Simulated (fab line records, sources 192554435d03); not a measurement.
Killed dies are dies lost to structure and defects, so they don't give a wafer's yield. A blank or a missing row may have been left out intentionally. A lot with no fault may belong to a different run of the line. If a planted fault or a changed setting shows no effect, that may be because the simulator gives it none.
fab line records | flow n5_finfet
[record] lots = 7 wafers = 39
route steps=1938 shown BEOL_M9@1446
start_h: the number of hours between the record's first day and the start of the first shown wafer of the lot | wait_h: time in hours since the lot's previous step | " identical to the entry in the row above | L1.1+2: one row covering several wafers at once | - value missing, or start not given | * or withheld: withheld | < > ~ a bound
route shown NAME@n: names a module that has steps shown in the file, with the first one's number in the route | usual: mean/standard deviation taken from wafers without a fault | same: alike in all rows | chamber/n: place in a boat | sites: readings site by site | _std_site: standard deviation across them | _edge_site: mean of outer sites minus mean of inner sites | radius_mm: for every site, how far away it sits from the centre of the wafer | mask NAME#n: copy n | behind: tool/chamber where the wafer was last shaped | hold: reason for holding the lot/hours on hold/outcome of the hold | device: which transistor (n, p or np) failed to switch | end of line: the tests these same wafers got at the end of their route | a step given without rows: its recipe and nothing more | killed: not the wafer's yield, but the dies lost to structure and defects at the first sort | map: the dies of a wafer, with x for killed, . for not killed, _ for no die there
set.NAME: the setting that was run; set.NAME@STEP: the one run at that earlier step | model.NAME: the simulator's own value behind a step, which no gauge read
lots run with intentionally changed settings; tables by step, rows by wafer
[[steps]]
[step N5_BEOL_M9_TRENCH_ETCH_37]
[recipe] chemistry = C4F6/O2 target_depth_a = 1514.3 target = SiCOH_lowk time_s = 49 ion_energy_ev = 250 pressure_mtorr = 30 source_w = 345 bias_w = 185 Ar_flow_sccm = 300 C4F6_flow_sccm = 10 O2_flow_sccm = 10
// columns lot.wafer tool chamber start_h wait_h set.time_s model.etch.depth_nm model.BEOL_M9.feature_depth_nm model.TiN_of_BEOL_M9_HM_DEP_02.thk_nm
L077.1 rie_diel-02 3 - - 49 152 152 15.8
L077.2 " 0 " " 49 153.5 153.6 15.4
L077.3 " 1 " " 49 154.5 154.6 15.4
L077.4 " 2 " " 49 151.3 151.2 15.6
L077.5 " 3 " " 49 152.1 152 15.6
L077.6 " 0 " " 49 153.4 153.4 15.8
L079.1 rie_diel-03 3 - - 37.1 112.2 112.2 16.6
L079.2 " 2 " " 37.1 113.7 113.6 17
L079.3 " 1 " " 49 153.9 154 15.6
L079.4 " 0 " " 49 151.1 151 16
L079.5 " 1 " " 49 154.8 154.8 15.6
L079.6 " 0 " " 37.1 113.6 113.6 17
L082.1 rie_diel-03 0 - - 49 150.2 150.2 15.8
L082.2 " 2 " " 58.82 180.8 180.8 15.2
L082.3 " 1 " " 49 154.6 154.6 16.2
L082.4 " 3 " " 58.82 178.5 178.4 15.4
L082.5 " 1 " " 49 155.4 155.4 16
L082.6 " 2 " " 58.82 180.3 180.4 15.2
L088.1 rie_diel-03 1 - - 49 155 155 15.6
L088.2 " 0 " " 49 149.8 149.8 16
L088.3 " 3 " " 49 149.3 149.4 16
L088.4 " 2 " " 49 150.7 150.6 16
L088.5 " 2 " " 49 151.2 151.2 16
L088.6 " 1 " " 49 153.8 153.8 15.6
L089.1 rie_diel-02 0 - - 49 151 151 16
L089.2 " 3 " " 70.08 214 214 13.8
L089.3 " 2 " " 70.08 220.6 220.6 14
L089.4 " 1 " " 49 150.2 150.2 16
L089.5 " 2 " " 70.08 221.1 221 14
L089.6 " 1 " " 49 152.7 152.8 15.6
L094.1 rie_diel-03 3 - - 49 148.7 148.8 16.2
L094.2 " 2 " " 49 149.7 149.8 15.8
L094.3 " 1 " " 23.65 74.73 74.8 17.8
L094.4 " 0 " " 23.65 72.63 72.6 17.8
L094.5 " 2 " " 23.65 71.83 71.8 17.8
L094.6 " 1 " " 49 155.2 155.2 15.6
L095.1 rie_diel-03 0 - - 49 149.6 149.6 16
L095.2 " 1 " " 49 153.9 153.8 16
L095.4 " 2 " " 49 149.1 149.2 16
[step N5_BEOL_M9_ETCH_41]
[recipe] chemistry = CH3F/O2 target = SiCN target_depth_a = 366 taper_deg = 2 time_s = 70.1 ion_energy_ev = 120 mask_material = TiN pressure_mtorr = 30 source_w = 395 bias_w = 75 Ar_flow_sccm = 150 CH3F_flow_sccm = 30 O2_flow_sccm = 20
[step N5_BEOL_M9_STRIP_80]
[recipe] chemistry = N2/H2 time_s = 10 power_w = 450 temp_c = 40 pressure_mtorr = 20 rf_frequency_hz = 6e+07 bias_power_w = 7 n2_flow_sccm = 200 h2_flow_sccm = 200
[step N5_BEOL_M9_OCD_MEAS_38]
[usual] trench_depth_nm = 151.9/2.6
// columns lot.wafer tool chamber start_h wait_h set.time_s@BEOL_M9_TRENCH_ETCH_37 trench_depth_nm
L077.1 ocd-01 - 238.44 - 49 152.1
L077.2 " - " " 49 153.3
L077.3 " - " " 49 154.8
L077.4 " - " " 49 151.2
L077.5 " - " " 49 152.0
L077.6 " - " " 49 153.1
L079.1 ocd-01 - 254.72 - 37.1 112.3
L079.2 " - " " 37.1 113.3
L079.3 " - " " 49 153.8
L079.4 " - " " 49 150.5
L079.5 " - " " 49 154.9
L079.6 " - " " 37.1 113.4
L082.1 ocd-02 - 255.22 - 49 150.8
L082.2 " - " " 58.82 180.4
L082.3 " - " " 49 154.8
L082.4 " - " " 58.82 178.6
L082.5 " - " " 49 156.2
L082.6 " - " " 58.82 180.7
L088.1 ocd-01 - 309.27 - 49 155.7
L088.2 " - " " 49 149.9
L088.3 " - " " 49 149.1
L088.4 " - " " 49 150.8
L088.5 " - " " 49 151.1
L088.6 " - " " 49 153.9
L089.1 ocd-01 - 309.43 - 49 150.7
L089.2 " - " " 70.08 214.3
L089.3 " - " " 70.08 220.6
L089.4 " - " " 49 150.4
L089.5 " - " " 70.08 221.2
L089.6 " - " " 49 152.3
L094.1 ocd-01 - 347.54 - 49 148.9
L094.2 " - " " 49 149.8
L094.3 " - " " 23.65 74.5
L094.4 " - " " 23.65 72.9
L094.5 " - " " 23.65 71.5
L094.6 " - " " 49 155.2
L095.1 ocd-01 - 357.08 - 49 149.4
L095.2 " - " " 49 153.9
L095.4 " - " " 49 148.9
[step N5_BEOL_M9_HM_STRIP_39]
[recipe] chemistry = peroxide_tin_strip material = TiN target_depth_a = 250 temp_c = 50 time_s = 158
[step N5_BEOL_M9_SRD_40]
[recipe] time_s = 30 temp_c = 23 rinse_liquid = diw dry = ipa_marangoni
[step N5_BEOL_M9_ECD_50]
[recipe] material = Cu target_thk_a = 3180
[step N5_BEOL_M9_ANNEAL_51]
[recipe] temp_c = 225 time_s = 90 ambient = N2
[step N5_BEOL_M9_CMP_52]
[recipe] stop_on = SiCOH_lowk t_overpolish_s = 7 down_force_psi = 1 platen_rpm = 50 clearing_platen_down_force_psi = 1.5 clearing_platen_rpm = 50 post_cmp_clean = cu_alkaline target_thk_nm = 140 clearing_platen_pad_velocity_m_s = 0.99484 pad_velocity_m_s = 0.99484
// columns lot.wafer tool chamber start_h wait_h set.time_s@BEOL_M9_TRENCH_ETCH_37 model.Cu_of_BEOL_M9_ECD_50.thk_nm
L077.1 cmp-03 2 241.90 0.3 49 139.8
L077.2 " 3 " " 49 142.4
L077.4 " 0 " " 49 139.6
L077.3 " 1 " " 49 144.2
L077.6 " 2 " " 49 141.2
L077.5 " 3 " " 49 141.8
L079.3+5 cmp-03 0 256.63 0.2 49 143.4
L079.1 " 1 " " 37.1 103.2
L079.2 " 2 " " 37.1 101.8
L079.4 " 3 " " 49 140.2
L079.6 " 1 " " 37.1 104.4
L082.4 cmp-03 0 257.56 0.1 58.82 166.2
L082.1 " 1 " " 49 138.6
L082.3 " 2 " " 49 142.2
L082.2 " 3 " " 58.82 168
L082.6 " 0 " " 58.82 168.2
L082.5 " 1 " " 49 145
L088.1 cmp-03 0 311.26 0.3 49 142.6
L088.2 " 1 " " 49 139.8
L088.4 " 2 " " 49 139.2
L088.3 " 3 " " 49 138.4
L088.5 " 0 " " 49 140
L088.6 " 1 " " 49 144.4
L089.3 cmp-01 1 311.53 0.2 70.08 208.4
L089.2 " 2 " " 70.08 201.8
L089.4 " 3 " " 49 137.8
L089.1 " 0 " " 49 138.8
L089.6 " 1 " " 49 139.8
L089.5 " 2 " " 70.08 209.6
L094.4 cmp-01 1 350.12 0.1 23.65 60.8
L094.1 " 2 " " 49 137.2
L094.2 " 3 " " 49 136.8
L094.3 " 0 " " 23.65 62.6
L094.5 " 1 " " 23.65 61.4
L094.6 " 2 " " 49 145
L095.2 cmp-01 3 359.79 0.2 49 141.4
L095.1 " 0 " " 49 136.2
L095.4 " 2 " " 49 136.6
[step N5_BEOL_M9_THK_MEAS_53]
[recipe] thk_meas_gauge = xrf reads = Cu_of_BEOL_M9_ECD_50
[usual] M9_THK = 142/3.2
// columns lot.wafer tool chamber start_h wait_h set.time_s@BEOL_M9_TRENCH_ETCH_37 M9_THK[nm]
L077.1 film_metro-02 - 242.20 - 49 142
L077.2 " - " " 49 144
L077.3 " - " " 49 146
L077.4 " - " " 49 142
L077.5 " - " " 49 144
L077.6 " - " " 49 143
L079.1 film_metro-01 - 256.92 - 37.1 103
L079.2 " - " " 37.1 102
L079.3 " - " " 49 144
L079.4 " - " " 49 140
L079.5 " - " " 49 144
L079.6 " - " " 37.1 105
L082.1 film_metro-01 - 257.86 - 49 140
L082.2 " - " " 58.82 169
L082.3 " - " " 49 143
L082.4 " - " " 58.82 167
L082.5 " - " " 49 146
L082.6 " - " " 58.82 169
L088.1 film_metro-02 - 311.55 - 49 143
L088.2 " - " " 49 141
L088.3 " - " " 49 139
L088.4 " - " " 49 141
L088.5 " - " " 49 142
L088.6 " - " " 49 145
L089.1 film_metro-01 - 311.82 - 49 140
L089.2 " - " " 70.08 203
L089.3 " - " " 70.08 210
L089.4 " - " " 49 139
L089.5 " - " " 70.08 211
L089.6 " - " " 49 141
L094.1 film_metro-01 - 350.41 - 49 137
L094.2 " - " " 49 136
L094.3 " - " " 23.65 62
L094.4 " - " " 23.65 61
L094.5 " - " " 23.65 61
L094.6 " - " " 49 145
L095.1 film_metro-01 - 360.09 - 49 136
L095.2 " - " " 49 142
L095.4 " - " " 49 136
[step N5_BEOL_M9_PRE_CLEAN_55]
[recipe] gas = NH3 time_s = 15 temp_c = withheld rf_power_w = 300
[step N5_BEOL_M9_DEP_56]
[recipe] material = SiCN target_thk_a = 150 temp_c = withheld precursor = 3MS/NH3 pressure_torr = 3 rf_w = 202 time_s = 26.5
[step N5_BEOL_M9_RS_MEAS_57]
[recipe] thk_meas_gauge = four-point-probe reads = Cu_of_BEOL_M9_ECD_50+Co_of_BEOL_M9_CVD_78+TaN_of_BEOL_M9_ALD_74
[usual] M9_RS = 0.150/0.0034
// columns lot.wafer tool chamber start_h wait_h set.time_s@BEOL_M9_TRENCH_ETCH_37 M9_RS[ohm/sq]
L077.1 film_metro-02 - 242.33 0.1 49 0.151
L077.2 " - " " 49 0.148
L077.3 " - " " 49 0.146
L077.4 " - " " 49 0.151
L077.5 " - " " 49 0.149
L077.6 " - " " 49 0.150
L079.1 film_metro-02 - 257.06 0.1 37.1 0.212
L079.2 " - " " 37.1 0.216
L079.3 " - " " 49 0.147
L079.4 " - " " 49 0.150
L079.5 " - " " 49 0.147
L079.6 " - " " 37.1 0.210
L082.1 film_metro-01 - 258.00 0.1 49 0.153
L082.2 " - " " 58.82 0.124
L082.3 " - " " 49 0.148
L082.4 " - " " 58.82 0.125
L082.5 " - " " 49 0.145
L082.6 " - " " 58.82 0.123
L088.1 film_metro-01 - 311.69 0.1 49 0.148
L088.2 " - " " 49 0.151
L088.3 " - " " 49 0.153
L088.4 " - " " 49 0.152
L088.5 " - " " 49 0.151
L088.6 " - " " 49 0.146
L089.1 film_metro-01 - 311.96 0.1 49 0.152
L089.2 " - " " 70.08 0.101
L089.3 " - " " 70.08 0.098
L089.4 " - " " 49 0.154
L089.5 " - " " 70.08 0.097
L089.6 " - " " 49 0.151
L094.1 film_metro-01 - 350.55 0.1 49 0.154
L094.2 " - " " 49 0.155
L094.3 " - " " 23.65 0.383
L094.4 " - " " 23.65 0.397
L094.5 " - " " 23.65 0.392
L094.6 " - " " 49 0.145
L095.1 film_metro-01 - 360.22 0.1 49 0.155
L095.2 " - " " 49 0.149
L095.4 " - " " 49 0.155
[[key]]
[split] step = N5_BEOL_M9_TRENCH_ETCH_37 setting = time_s stated = 49 by = wafer
[response] step = N5_BEOL_M9_TRENCH_ETCH_37 reading = model.etch.depth_nm change = +1.53 per = 1% r = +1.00
[response] step = N5_BEOL_M9_TRENCH_ETCH_37 reading = model.BEOL_M9.feature_depth_nm change = +1.53 per = 1% r = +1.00
[response] step = N5_BEOL_M9_TRENCH_ETCH_37 reading = model.TiN_of_BEOL_M9_HM_DEP_02.thk_nm change = -0.0408 per = 1% r = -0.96
[response] step = N5_BEOL_M9_OCD_MEAS_38 reading = trench_depth_nm change = +1.53 per = 1% r = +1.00
[response] step = N5_BEOL_M9_CMP_52 reading = model.Cu_of_BEOL_M9_ECD_50.thk_nm change = +1.53 per = 1% r = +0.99
[response] step = N5_BEOL_M9_THK_MEAS_53 reading = M9_THK change = +1.52 per = 1% r = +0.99
[response] step = N5_BEOL_M9_RS_MEAS_57 reading = M9_RS change = -0.00303 per = 1% r = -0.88
